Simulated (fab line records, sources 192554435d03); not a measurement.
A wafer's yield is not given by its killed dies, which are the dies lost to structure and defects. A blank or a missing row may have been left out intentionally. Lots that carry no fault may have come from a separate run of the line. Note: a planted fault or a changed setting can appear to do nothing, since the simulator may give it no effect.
A lot that was struck, set against a sound lot || flow n5Finfet || 15 out of 1938 route steps
Sound: these wafers, L204.2, L204.3, L204.6. Struck: wafer L214.4 (left out: L214.2, L214.3 of the same lot, which were not struck); the cause appears at the end.
Per side, at each step with rows, come the tool, then ch with its chambers, and then its first start. Under that, the readings that differ: sound wafers || struck wafers || difference of the means || sigmas: that difference in standard deviations of wafers without a fault.
alike: words and numbers the same on both sides, and readings whose means are apart by under 2 such deviations; not compared: readings that were withheld, readings missing a value for some wafer, numbers with overlapping values and no deviation given by the record, and bounds like >300 which may hide the same value.
Wherever a step has rows on one side only, a row that says differs or no value, or a row with sigmas, the two part there. Non-overlapping numbers with no deviation appear without sigmas and do not part them. Lack of a reading on every wafer of one side parts them only where that side has two or more wafers.

N5_MOL_CONTACT_COAG_STRIP_98: strips in N2/H2.
  sound on rieDiel-04 ch 0,2, day 6 22:49; struck on rieDiel-04 ch 3, day 9 13:32
  alike: biasPowerW, drypumpMotorCurrentA, n2FlowSccm, oesProductAu, rfVppV, showerheadPlenumPTorr, throttleValvePct
  not compared: rfHoursCounterH
N5_MOL_CONTACT_COAG_CD_MEAS_99 targets a cd of 17.2 nm.
  sound on cdSem-02, day 6 22:53; struck on cdSem-03, day 9 13:37
{"reading": "cdNm (nm)", "sound": "17.21 16.91 17.01", "struck": 17.64, "difference": "+0.60", "sigmas": "+2"}
then, 3 steps without rows for these wafers: N5_MOL_CONTACT_COAG_IMPLANT_129; N5_MOL_CONTACT_COAG_PRECLEAN_111 (cleans in NF3:NH3, afs cycles 1, time 20 s, sublimation time 60 s); N5_MOL_CONTACT_COAG_TI_SIL_19 (material Ti, target thk 4.2 nm, time 15 s).
N5_MOL_CONTACT_COAG_ALD_20: deposits TiN, target thk 1.5 nm, pulse time 1 s, purge time 3 s.
  sound on aldMetal-02 ch 0,2,3, day 7 01:10; struck on aldMetal-04 ch 0, day 9 16:21
  alike: heaterPowerOuterW, heaterPowerW, precursorPulseHeightRel, susceptorTempC
N5_MOL_CONTACT_COAG_SIL_ANNEAL_21: time 60 s.
  sound on rtpAnneal-01 ch 0, day 7 01:34; struck on rtpAnneal-01 ch 0, day 9 16:46
  alike: lampPowerPct, lamp_zone_1_pct, lamp_zone_6_pct, wafer_temp_C_max
then, 1 step without rows for these wafers: N5_MOL_CONTACT_COAG_PRE_CLEAN_141 (time 60 s).
N5_MOL_CONTACT_COAG_SPUTTER_143: material Co, target thk 2.5 nm.
  sound on pvdSputter-03, day 7 02:22; struck on pvdSputter-03, day 9 17:48
  alike: susceptorTempC, throttleValvePct
then, 1 step without rows for these wafers: N5_MOL_CONTACT_COAG_CO_FILL_22 (material Co, precursor CCTBA/H2, target thk 20 nm).
N5_MOL_CONTACT_COAG_ANNEAL_113: time 300 s.
  sound on rtpAnneal-01 ch 0, day 7 03:23; struck on rtpAnneal-02 ch 0, day 9 18:42
{"reading": "lampPowerPct (%)", "sound": "2.85 2.85 2.85", "struck": 2.70, "difference": -0.15, "sigmas": -2}
{"reading": "lamp_zone_1_pct (%)", "sound": "2.85 2.85 2.85", "struck": 2.70, "difference": -0.15, "sigmas": -2}
  alike: lamp_zone_6_pct, wafer_temp_C_max
then, 1 step without rows for these wafers: N5_MOL_CONTACT_COAG_PRE_CLEAN_142 (time 60 s).
N5_MOL_CONTACT_COAG_SPUTTER_130: material Co, target thk 47.5 nm.
  sound on pvdSputter-01, day 7 04:53; struck on pvdSputter-02, day 9 19:32
{"reading": "model.Co_of_MOL_CONTACT_COAG_SPUTTER_130.thkNm (nm)", "sound": "47.4 48 47.2", "struck": 80.8, "difference": "+33.3", "sigmas": ""}
  alike: susceptorTempC, throttleValvePct
then, 1 step without rows for these wafers: N5_MOL_CONTACT_COAG_PRECLEAN_125 (cleans in DIW, time 57.5 s).
-- the record jumps here: 3 days lie between the struck wafers' starts before and after (it left off in module MOL_CONTACT_COAG and takes up again in module BEOL_M4, whose first step shown is number 1111 of the route) --
N5_BEOL_M4_RC_MEAS_101:
  sound on prober-02 ch 0, day 10 06:39; struck on prober-02 ch 0, day 12 12:16
  alike: DIBL_N, DIBL_P, IOFF_N, IOFF_P, ION_N, ION_P, SS_N, SS_P, VT_N, VT_P

## WHERE THEY PART
Last at N5_MOL_CONTACT_COAG_ANNEAL_113 as far as this record goes, first at N5_MOL_CONTACT_COAG_CD_MEAS_99. Later steps at which nothing parts them and some readings are alike: N5_MOL_CONTACT_COAG_SPUTTER_130, N5_BEOL_M4_RC_MEAS_101.

WHY: whatever the simulator had introduced
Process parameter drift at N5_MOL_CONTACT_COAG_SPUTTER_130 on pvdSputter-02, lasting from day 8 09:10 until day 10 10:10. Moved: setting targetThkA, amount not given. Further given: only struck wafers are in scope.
